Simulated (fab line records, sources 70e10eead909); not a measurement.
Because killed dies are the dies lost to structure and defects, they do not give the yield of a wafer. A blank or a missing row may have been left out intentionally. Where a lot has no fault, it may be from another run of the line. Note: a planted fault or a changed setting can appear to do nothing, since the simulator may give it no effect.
Chamber matching || flow nandHarc || NHARC_A_CONTACT_ETCH_110 on rieDiel-12: 4 sister chambers
The step etches the open film in CF4/O2, target depth 60 nm, overetch 6 nm, time 33 s. 4 wafers are shown with their chamber, then 9 later ones without.

== WAFERS PAIRED WITH THEIR CHAMBERS ==
{"wafer": "L083.3", "chamber": 0, "showerheadPlenumPTorr (Torr)": 1.38}
{"wafer": "L083.5", "chamber": 3, "showerheadPlenumPTorr (Torr)": 1.39}
{"wafer": "L089.4", "chamber": 1, "showerheadPlenumPTorr (Torr)": 1.40}
{"wafer": "L089.6", "chamber": 2, "showerheadPlenumPTorr (Torr)": 1.25}

== WAFERS WITH NO CHAMBER GIVEN ==
{"wafer": "L090.1", "showerheadPlenumPTorr (Torr)": 1.25}
{"wafer": "L090.3", "showerheadPlenumPTorr (Torr)": 1.38}
{"wafer": "L090.6", "showerheadPlenumPTorr (Torr)": 1.40}
{"wafer": "L093.1", "showerheadPlenumPTorr (Torr)": 1.40}
{"wafer": "L093.3", "showerheadPlenumPTorr (Torr)": 1.39}
{"wafer": "L093.6", "showerheadPlenumPTorr (Torr)": 1.40}
{"wafer": "L097.1", "showerheadPlenumPTorr (Torr)": 1.24}
{"wafer": "L097.3", "showerheadPlenumPTorr (Torr)": 1.40}
{"wafer": "L097.5", "showerheadPlenumPTorr (Torr)": 1.24}

== WHICH CHAMBER EACH WENT THROUGH ==
{"wafer": "L090.1", "from the rows above": 2, "in truth": 2}
{"wafer": "L090.3", "from the rows above": 0, "in truth": 0}
{"wafer": "L090.6", "from the rows above": 1, "in truth": 1}
{"wafer": "L093.1", "from the rows above": 1, "in truth": 1}
{"wafer": "L093.3", "from the rows above": 3, "in truth": 3}
{"wafer": "L093.6", "from the rows above": 1, "in truth": 1}
{"wafer": "L097.1", "from the rows above": 2, "in truth": 2}
{"wafer": "L097.3", "from the rows above": 1, "in truth": 1}
{"wafer": "L097.5", "from the rows above": 2, "in truth": 2}
9 of 9 placed correctly. Not placeable from these rows: 0. Wrongly placed: 0.
How it was worked out, from the rows above alone: a wafer's distance from a chamber is the root of the sum, over the readings, of the square of ((its reading less the chamber's mean) divided by the reading's scatter). If the next closest chamber is less than 2 further off than the closest, the wafer can't be placed; otherwise it belongs to the closest. A chamber's mean is the mean of its shown wafers. The scatter: with one shown wafer a chamber, the root of the mean of the squares of how far each hidden wafer lies from its nearest shown one.
